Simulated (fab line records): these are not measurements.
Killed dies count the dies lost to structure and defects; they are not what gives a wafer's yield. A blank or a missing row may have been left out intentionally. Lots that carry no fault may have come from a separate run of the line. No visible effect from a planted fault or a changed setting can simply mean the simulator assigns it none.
Chamber matching -- flow n5-finfet -- N5_BEOL_M0_SAQP_STRIP_86 on rie-diel-03: 4 sister chambers
The step strips in N2/H2. 8 wafers are shown with their chamber, then 12 later ones without.

## WAFERS WITH THEIR CHAMBER
wafer,chamber,showerhead-plenum-p-Torr (Torr),drypump-motor-current-A (A)
L082.6,2,3.51,6.4
L088.3,0,3.33,5.3
L088.6,0,3.33,5.3
L091.3,3,3.52,5.8
L091.5,1,3.34,5.2
L092.4,1,3.34,5.2
L092.5,3,3.52,5.9
L092.6,2,3.50,6.5

## WAFERS WHOSE CHAMBER IS MISSING
wafer,showerhead-plenum-p-Torr (Torr),drypump-motor-current-A (A)
L093.3,3.34,5.2
L093.4,3.50,6.5
L093.5,3.52,5.9
L096.1,3.49,6.5
L096.2,3.34,5.2
L096.3,3.51,5.9
L096.4,3.32,5.3
L096.5,3.34,5.2
L096.6,3.49,6.4
L097.3,3.34,5.2
L097.4,3.51,5.8
L097.6,3.34,5.2

## CHAMBER TAKEN BY EACH
wafer,from the rows above,in truth
L093.3,1,1
L093.4,2,2
L093.5,3,3
L096.1,2,2
L096.2,1,1
L096.3,3,3
L096.4,0,0
L096.5,1,1
L096.6,2,2
L097.3,1,1
L097.4,3,3
L097.6,1,1
Placed correctly: 12 of 12. Number that these rows cannot place: 0. Wrongly placed: 0.
How it was worked out, from the rows above alone: a wafer's distance from a chamber is the root of the sum, over the readings, of the square of ((its reading less the chamber's mean) divided by the reading's scatter). If the next closest chamber is less than 2 further off than the closest, the wafer can't be placed; otherwise it belongs to the closest. A chamber's mean is the mean of its shown wafers. The scatter: take each reading less its chamber's mean, square it, sum over the shown wafers, divide by the number of wafers less the number of chambers, and take the root.
